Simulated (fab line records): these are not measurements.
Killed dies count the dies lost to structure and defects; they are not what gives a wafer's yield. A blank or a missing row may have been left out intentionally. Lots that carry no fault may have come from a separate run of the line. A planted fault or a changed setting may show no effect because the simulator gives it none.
A lot that was struck, set against a sound lot | flow n5 finfet | 14 out of 1938 route steps
Sound: these wafers, L514.2, L514.3, L514.6. Wafers L508.1, L508.4, L508.5 were the ones struck. The cause comes at the end.
Each step with rows lists, per side, the tool, then ch with its chambers, then its first start. Under that, the readings that differ: sound wafers | struck wafers | difference of the means | sigmas: that difference in standard deviations of wafers without a fault.
alike: a reading whose means differ by less than 2 such deviations, as well as words and numbers matching on both sides. not compared: withheld readings; readings where some wafer has no value; bounds like >300 that might hide an equal value; numbers whose values overlap and for which the record gives no deviation.
A row with sigmas, a row that says differs or no value, or rows on one side alone: a step with any of these is where the two part. When numbers do not overlap yet have no deviation, they are printed without sigmas and do not part them. A reading missing from all wafers of one side parts the sides only when that side holds two or more wafers.

first, 1 step without rows for these wafers: N5_DUMMY_GATE_SRD_47 (dry time 32 s).
N5_DUMMY_GATE_CMP_04: polishes a-Si.
  sound on cmp-02 ch 0,2, day 7 02:23; struck on cmp-01 ch 0,1,2, day 5 12:29
  alike: motor current A, time to endpoint s
N5_DUMMY_GATE_THK_MEAS_05:
  sound on film metro-02, day 7 02:36; struck on film metro-01, day 5 12:41
  alike: thk nm
then, 9 steps without rows for these wafers: N5_DUMMY_GATE_HM_DEP_06 (deposits SiNx from DCS/NH3, target thk 80 nm, time 5141 s); N5_DUMMY_GATE_PECVD_30 (deposits SiO2 from TEOS/O2, target thk 55 nm, time 10.8 s); N5_DUMMY_GATE_COAT_34 (time 60 s, resist thk 60 nm); N5_DUMMY_GATE_COAT_35 (time 60 s, resist thk 10 nm); N5_DUMMY_GATE_COAT_28 (time 60 s, resist thk 10 nm); N5_DUMMY_GATE_COAT_09 (resist thk 30 nm); N5_DUMMY_GATE_EBR_11; N5_DUMMY_GATE_SOFTBAKE_10 (time 60 s); N5_DUMMY_GATE_EXPOSE_12 (exposes mask GATE, target cd 25 nm).
N5_DUMMY_GATE_PEB_13: peb time 60 s.
  struck on litho track-03, day 5 17:03; sound on litho track-02 ch 0, day 7 08:47
  no value came back on the struck wafers for chill plate temp C (C), exhaust pa (Pa); on the sound wafers chill plate temp C (C) reads 23.00 22.99 22.80
then, 1 step without rows for these wafers: N5_DUMMY_GATE_DEVELOP_14 (develop time 30 s).

WHERE THEY PART
Within this record, at N5_DUMMY_GATE_PEB_13 only.

WHY: what the simulator had put in
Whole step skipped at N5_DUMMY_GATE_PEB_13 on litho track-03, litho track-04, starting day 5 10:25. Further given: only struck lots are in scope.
